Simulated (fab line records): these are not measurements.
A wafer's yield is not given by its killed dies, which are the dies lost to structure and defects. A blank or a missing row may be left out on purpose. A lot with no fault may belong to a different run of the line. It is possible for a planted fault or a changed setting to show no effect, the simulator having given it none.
2 desks looking at one fault || flow nandHarc || what lay behind the numbers comes last; until then each desk has only its own

== THE TOOL OWNER'S DESK: pecvd-03 ==
The tool's own readings at NHARC_A_SLIT_DEP_25 (deposits SiO2, target thk 200 nm): means of the sampled wafers that have a number, for each lot that ran on this tool. The brackets show how far a lot's mean lies from the usual mean; more than 4 standard deviations puts the lot out of limits, marked OUT.
Columns: A = flowSccm at NHARC_A_SLIT_DEP_25, usual 2650 sccm; B = heaterPowerOuterW at NHARC_A_SLIT_DEP_25, usual 265 W; C = heaterPowerW at NHARC_A_SLIT_DEP_25, usual 502 W; D = throttleValvePct at NHARC_A_SLIT_DEP_25, usual 16.0 %
{"lot": "L890", "first seen here": "day 19 21:05", "A": 2654, "B": 257, "C": 530, "D": 16.0}
{"lot": "L892", "first seen here": "day 20 07:58", "A": 2648, "B": 263, "C": 506, "D": 15.9}
{"lot": "L893", "first seen here": "day 21 01:51", "A": 2654, "B": 295, "C": 547, "D": 15.9}
{"lot": "L894", "first seen here": "day 21 10:23", "A": 2644, "B": 275, "C": 526, "D": 16.0}
{"lot": "L905", "first seen here": "day 26 13:11", "A": 2652, "B": 280, "C": 514, "D": 15.7}
This desk's finding: nothing out of limits on any of the 5 lots.

== THE METROLOGY DESK ==
Means of the sampled wafers that have a number, per lot and without regard to the tool the lot ran on: this is what the gauges read. The brackets show how far a lot's mean lies from the usual mean; more than 4 standard deviations puts the lot out of limits, marked OUT.
Columns: A = overlayXNm at NHARC_HYBRID_BOND_OVL_MEAS_05, usual -2 nm; B = overlayYNm at NHARC_HYBRID_BOND_OVL_MEAS_05, usual 0 nm
{"lot": "L889", "first seen here": "day 23 08:40", "A": -20, "B": 8}
{"lot": "L890", "first seen here": "day 24 00:12", "A": -12, "B": 29}
{"lot": "L892", "first seen here": "day 24 10:37", "A": -5, "B": -35}
{"lot": "L893", "first seen here": "day 24 23:01", "A": -12, "B": -4}
{"lot": "L895", "first seen here": "day 25 16:16", "A": -54, "B": -10}
{"lot": "L894", "first seen here": "day 25 16:16", "A": -33, "B": -29}
{"lot": "L897", "first seen here": "day 27 06:49", "A": 2, "B": 53}
{"lot": "L898", "first seen here": "day 27 06:49", "A": 22, "B": 16}
{"lot": "L900", "first seen here": "day 27 20:52", "A": 6, "B": 1}
{"lot": "L903", "first seen here": "day 29 03:33", "A": -9, "B": 5}
{"lot": "L905", "first seen here": "day 30 21:17", "A": 27, "B": 1}
{"lot": "L909", "first seen here": "day 31 16:04", "A": -34, "B": -32}
{"lot": "L912", "first seen here": "day 32 21:44", "A": 15, "B": 11}
This desk's finding: nothing out of limits on any of the 13 lots.

== ALL TOGETHER ==
The tool owner's desk saw nothing out of limits.
Metrology desk: nothing out of limits seen.

== WHAT THE SIMULATOR PUT IN ==
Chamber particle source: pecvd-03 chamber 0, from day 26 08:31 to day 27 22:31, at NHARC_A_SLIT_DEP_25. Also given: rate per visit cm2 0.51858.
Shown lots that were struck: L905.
